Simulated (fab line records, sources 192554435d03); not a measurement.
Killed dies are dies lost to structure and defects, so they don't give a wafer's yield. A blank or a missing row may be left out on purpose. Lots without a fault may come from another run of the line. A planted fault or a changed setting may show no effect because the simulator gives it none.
Chamber matching | flow n5_finfet | N5_BEOL_M11_ALD_74 on ald_metal-03: 4 sister chambers
The step deposits TaN, target thk 2 nm, pulse time 2 s, purge time 3 s. 4 wafers are shown with their chamber, then 9 later ones without.

WAFERS WITH THEIR CHAMBER
wafer  | chamber | heater_power_w (W)
L084.5 | 0       | 378
L091.1 | 1       | 445
L091.2 | 3       | 486
L091.5 | 2       | 406

WAFERS WITHOUT THEIR CHAMBER
wafer  | heater_power_w (W)
L088.1 | 473
L088.3 | 367
L088.5 | 447
L096.2 | 413
L096.3 | 377
L096.6 | 377
L097.1 | 470
L097.5 | 370
L097.6 | 467

WHICH CHAMBER EACH WENT THROUGH
wafer  | from the rows above     | in truth
L088.1 | can't be placed: 3 or 1 | 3
L088.3 | 0                       | 0
L088.5 | 1                       | 1
L096.2 | 2                       | 2
L096.3 | 0                       | 0
L096.6 | 0                       | 0
L097.1 | can't be placed: 3 or 1 | 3
L097.5 | 0                       | 0
L097.6 | can't be placed: 3 or 1 | 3
Placed correctly: 6 of 9. Can't be placed from these rows: 3 (the true chamber is among the candidates in 3). Placed wrongly: 0.
How it was worked out, from the rows above alone: a wafer's distance from a chamber is the root of the sum, over the readings, of the square of ((its reading less the chamber's mean) divided by the reading's scatter). The wafer belongs to the nearest chamber; if the next one is less than 2 further off, it can't be placed. A chamber's mean is the mean of its shown wafers. The scatter: with one shown wafer a chamber, the root of the mean of the squares of how far each hidden wafer lies from its nearest shown one.
